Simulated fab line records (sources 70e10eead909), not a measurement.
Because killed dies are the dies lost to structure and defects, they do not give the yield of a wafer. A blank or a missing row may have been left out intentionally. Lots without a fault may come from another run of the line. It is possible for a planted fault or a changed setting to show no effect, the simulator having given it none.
A struck lot beside a sound one | flow nand-harc | 15 steps out of a route of 1159
Sound: the wafers L370.3, L370.4, L370.6. Struck: wafer L379.2; the same lot's L379.4 was not struck, so it is left out; see the end for the cause.
For every step that has rows: the tool of each side, followed by ch and its chambers, followed by its first start. Under that, the readings that differ: sound wafers | struck wafers | difference of the means | sigmas: that difference in standard deviations of wafers without a fault.
alike: readings whose means differ by less than 2 such deviations, and words and numbers that are the same on both sides. not compared: withheld readings, readings that some wafer has no value for, bounds like >300 that may hide the same value, and numbers for which the record gives no deviation and whose values overlap.
The two part at a step that has a row with sigmas, a row that says differs or no value, or rows on one side only. Numbers that don't overlap but have no deviation are shown without sigmas and don't part them. A reading missing from all wafers of one side parts the sides only when that side holds two or more wafers.

NHARC_P_CONTACT_ETCH_35: etches the open film in CF4, target depth 39 nm, time 65 s.
  sound on rie-diel-08 ch 2,3, day 5 13:31; struck on rie-diel-02 ch 2, day 7 17:01
  reading                | sound                | struck | difference | sigmas
  throttle-valve-pct (%) | 13.293 13.289 13.298 | 13.272 | -0.021     | -2
  alike: cf4-flow-sccm, drypump-motor-current-A, oes-product-au, rf-fwd-power-W, rf-vpp-V, showerhead-plenum-p-Torr
  not compared: rf-hours-counter-h
NHARC_P_CONTACT_ETCH_36: etches the open film in N2/H2, target depth 260 nm, time 406.25 s.
  sound on rie-diel-08 ch 0,2; struck on rie-diel-02 ch 2
  alike: drypump-motor-current-A, n2-flow-sccm, oes-product-au, rf-fwd-power-W, rf-vpp-V, showerhead-plenum-p-Torr, throttle-valve-pct
  not compared: rf-hours-counter-h
NHARC_P_CONTACT_ETCH_18: etches the open film in C4F8/O2/Ar, target depth 481 nm, time 240.5 s.
  sound on rie-diel-08 ch 0,2; struck on rie-diel-02 ch 0
  reading                | sound             | struck | difference                   | sigmas
  oes-product-au (a.u.)  | 0.923 0.960 0.952 | 0.983  | +0.038                       | +2
  rf-hours-counter-h (h) | - - -             | 0      | no value on the sound wafers |
  alike: rf-fwd-power-W, rf-vpp-V
then, 2 steps without rows for these wafers: NHARC_P_CONTACT_STRIP_37 (strips in C4F8/O2/Ar); NHARC_P_CONTACT_ETCH_31 (etches the open film in CH3F/O2, target depth 30 nm, time 85.7 s).
NHARC_P_CONTACT_CD_MEAS_19:
  sound: cd-sem-02 at day 5 14:39; struck: cd-sem-03 at day 7 17:49
  alike: cd-nm
then, 2 steps without rows for these wafers: NHARC_P_CONTACT_STRIP_28 (strips in O2); NHARC_P_CONTACT_STRIP_29 (strips in post etch residue remover, time 1200 s).
NHARC_P_CONTACT_DEGAS_38: time 60 s.
  sound: pvd-sputter-02 at day 5 15:21; struck: pvd-sputter-02 at day 7 18:34
  alike: heater-power-w
then, 1 step without rows for these wafers: NHARC_P_CONTACT_PRE_CLEAN_39 (time 19.5 s).
NHARC_P_CONTACT_PVD_32: deposits Ti, target thk 5 nm, time 17.7 s.
  sound on pvd-sputter-02; struck on pvd-sputter-02
  reading                | sound                | struck | difference | sigmas
  cathode-dc-power-W (W) | 4998.8 5001.1 5000.6 | 4998.5 | -1.7       | -2
  alike: throttle-valve-pct
then, 1 step without rows for these wafers: NHARC_P_CONTACT_ALD_22 (deposits TiN, target thk 3 nm, pulse time 1 s, ald cycles 150).
NHARC_P_CONTACT_CVD_23: deposits W, target thk 200 nm, time 557 s.
  sound on cvd-w-02 ch 0,1, day 5 19:58; struck on cvd-w-01 ch 1, day 7 19:40
  reading            | sound       | struck | difference | sigmas
  heater-power-w (W) | 611 530 610 | 441    | -143       | -3
  alike: throttle-valve-pct
NHARC_P_CONTACT_CMP_24: polishes, t overpolish 30 s, target thk 200 nm.
  sound on cmp-03 ch 0,2,3, day 5 20:26; struck on cmp-02 ch 0, day 7 20:20
  reading                | sound          | struck | difference | sigmas
  time-to-endpoint-s (s) | 37.6 38.0 38.1 | 55.2   | +17.3      | +6
  alike: motor-current-A, overpolish-run-s
following that, these wafers have no rows for 1 step: NHARC_END_SORT_01.

== WHERE THEY PART ==
Earliest at NHARC_P_CONTACT_ETCH_35; latest, in this record, at NHARC_P_CONTACT_CMP_24.

WHY: whatever the simulator had introduced
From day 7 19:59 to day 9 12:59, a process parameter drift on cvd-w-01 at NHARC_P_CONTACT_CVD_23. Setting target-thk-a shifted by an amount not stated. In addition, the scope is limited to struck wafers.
